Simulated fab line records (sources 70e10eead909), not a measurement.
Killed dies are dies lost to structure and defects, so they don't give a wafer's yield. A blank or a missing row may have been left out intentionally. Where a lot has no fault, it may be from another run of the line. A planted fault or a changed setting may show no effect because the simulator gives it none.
Which tool is to blame?    flow nand-harc    12 lots (36 wafers sampled), 1 step of a 1159-step route

WHAT THE GAUGES READ, wafer by wafer
NHARC_P_STI_OCD_MEAS_43.
lot   measured     on      trench-depth-nm (nm)
L076  day 3 03:12  ocd-01  296 300 298
L078  day 3 10:29  ocd-02  299 300 304
L079  day 3 19:22  ocd-01  301 302 300
L081  day 4 07:29  ocd-02  305 307 308
L083  day 4 20:30  ocd-02  295 303 299
L084  day 5 05:08  ocd-01  304 303 304
L086  day 5 18:06  ocd-02  302 301 302
L089  day 6 07:47  ocd-02  300 299 298
L091  day 6 18:01  ocd-02  309 297 309
L093  day 7 03:01  ocd-02  298 302 303
L095  day 7 19:19  ocd-02  297 305 299
L097  day 8 07:08  ocd-02  303 309 304

TOOL THAT RAN EACH LOT (tool first, then ch and the chambers of the sampled wafers, then the start)
Before these readings, the record contains no process step.

THE ANSWER, worked out from the rows above alone
Rule: the lots themselves supply what counts as usual. Put in order of their means at a reading, lots are off if they are a third of the lots or fewer, leave a main group of 4 or more, and stand apart from it by a gap of 3 or more times the standard deviation of the main group's means; of several such gaps the widest counts. A main group whose means are all the same, to the digits that the tables above print for the reading, isn't used. A lot without any number at a reading at which 4 lots or more have one is off too. All remaining lots with rows at the step are treated as sound.
No lot is off on any of the readings shown, so nothing can be concluded from this.

WHAT THE SIMULATOR HAD INSERTED
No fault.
